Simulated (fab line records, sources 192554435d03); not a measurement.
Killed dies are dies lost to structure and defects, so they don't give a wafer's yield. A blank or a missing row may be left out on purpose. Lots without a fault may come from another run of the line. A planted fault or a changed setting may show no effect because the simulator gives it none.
Chamber matching | flow n5_finfet | N5_HKMG_FIN_ETCH_86 on rie_diel-04: 4 sister chambers
The step etches SOC in N2/H2, stops on TiN, target depth 393.2 nm. 30 wafers are shown with their chamber, then 12 later ones without.

WAFERS WITH THEIR CHAMBER
wafer  | chamber | showerhead_plenum_p_Torr (Torr) | drypump_motor_current_A (A) | throttle_valve_pct (%)
L074.1 | 1       | 2.62                            | 5.3                         | 17.91
L074.2 | 2       | 2.49                            | 4.8                         | 17.52
L074.3 | 0       | 2.44                            | 5.9                         | 17.95
L075.3 | 2       | 2.49                            | 4.8                         | 17.51
L075.4 | 1       | 2.62                            | 5.3                         | 17.90
L075.6 | 1       | 2.62                            | 5.3                         | 17.89
L076.3 | 1       | 2.62                            | 5.3                         | 17.89
L076.4 | 2       | 2.48                            | 4.8                         | 17.50
L076.6 | 3       | 2.43                            | 5.7                         | 17.79
L077.3 | 1       | 2.62                            | 5.3                         | 17.91
L077.4 | 2       | 2.48                            | 4.8                         | 17.53
L077.6 | 0       | 2.43                            | 5.9                         | 17.95
L080.1 | 2       | 2.48                            | 4.8                         | 17.51
L080.4 | 0       | 2.43                            | 5.9                         | 17.96
L080.6 | 3       | 2.43                            | 5.6                         | 17.80
L081.1 | 0       | 2.43                            | 5.9                         | 17.96
L081.2 | 3       | 2.43                            | 5.6                         | 17.79
L081.5 | 0       | 2.43                            | 5.8                         | 17.96
L082.1 | 0       | 2.43                            | 5.9                         | 17.97
L082.4 | 1       | 2.61                            | 5.3                         | 17.91
L082.5 | 0       | 2.43                            | 5.9                         | 17.97
L083.1 | 3       | 2.43                            | 5.7                         | 17.79
L083.2 | 1       | 2.61                            | 5.3                         | 17.92
L083.5 | 3       | 2.43                            | 5.6                         | 17.81
L085.2 | 2       | 2.48                            | 4.8                         | 17.54
L085.4 | 1       | 2.61                            | 5.3                         | 17.93
L085.6 | 2       | 2.48                            | 4.8                         | 17.54
L086.1 | 2       | 2.48                            | 4.8                         | 17.55
L086.2 | 1       | 2.61                            | 5.3                         | 17.94
L086.4 | 0       | 2.43                            | 5.9                         | 17.98

SIGNATURES (means of the wafers above)
reading                  | chamber 0 | chamber 1 | chamber 2 | chamber 3 | scatter within a chamber
showerhead_plenum_p_Torr | 2.4313    | 2.6156    | 2.4825    | 2.4300    | 0.0042
drypump_motor_current_A  | 5.888     | 5.300     | 4.800     | 5.640     | 0.0283
throttle_valve_pct       | 17.9625   | 17.9111   | 17.5250   | 17.7960   | 0.0146
Rule: a wafer's distance from a chamber is the root of the sum, over the readings, of the square of ((its reading less the chamber's mean) divided by the reading's scatter). The wafer belongs to the nearest chamber; if the next one is less than 2 further off, it can't be placed. The scatter: the root of (the sum of the squares of (reading less its chamber's mean) over the shown wafers, divided by (wafers less chambers)).

WAFERS WITHOUT THEIR CHAMBER
wafer  | showerhead_plenum_p_Torr (Torr) | drypump_motor_current_A (A) | throttle_valve_pct (%)
L088.2 | 2.61                            | 5.3                         | 17.94
L088.5 | 2.47                            | 4.8                         | 17.56
L088.6 | 2.61                            | 5.3                         | 17.95
L089.3 | 2.42                            | 5.6                         | 17.83
L089.4 | 2.42                            | 5.6                         | 17.83
L089.5 | 2.42                            | 5.9                         | 17.99
L093.1 | 2.42                            | 5.8                         | 17.99
L093.2 | 2.47                            | 4.8                         | 17.57
L093.3 | 2.42                            | 5.6                         | 17.83
L096.1 | 2.42                            | 5.9                         | 18.02
L096.2 | 2.60                            | 5.3                         | 17.97
L096.4 | 2.47                            | 4.8                         | 17.58

WHICH CHAMBER EACH WENT THROUGH
wafer  | from the rows above | in truth
L088.2 | 1                   | 1
L088.5 | 2                   | 2
L088.6 | 1                   | 1
L089.3 | 3                   | 3
L089.4 | 3                   | 3
L089.5 | 0                   | 0
L093.1 | 0                   | 0
L093.2 | 2                   | 2
L093.3 | 3                   | 3
L096.1 | 0                   | 0
L096.2 | 1                   | 1
L096.4 | 2                   | 2
Placed correctly: 12 of 12. Can't be placed from these rows: 0. Placed wrongly: 0.
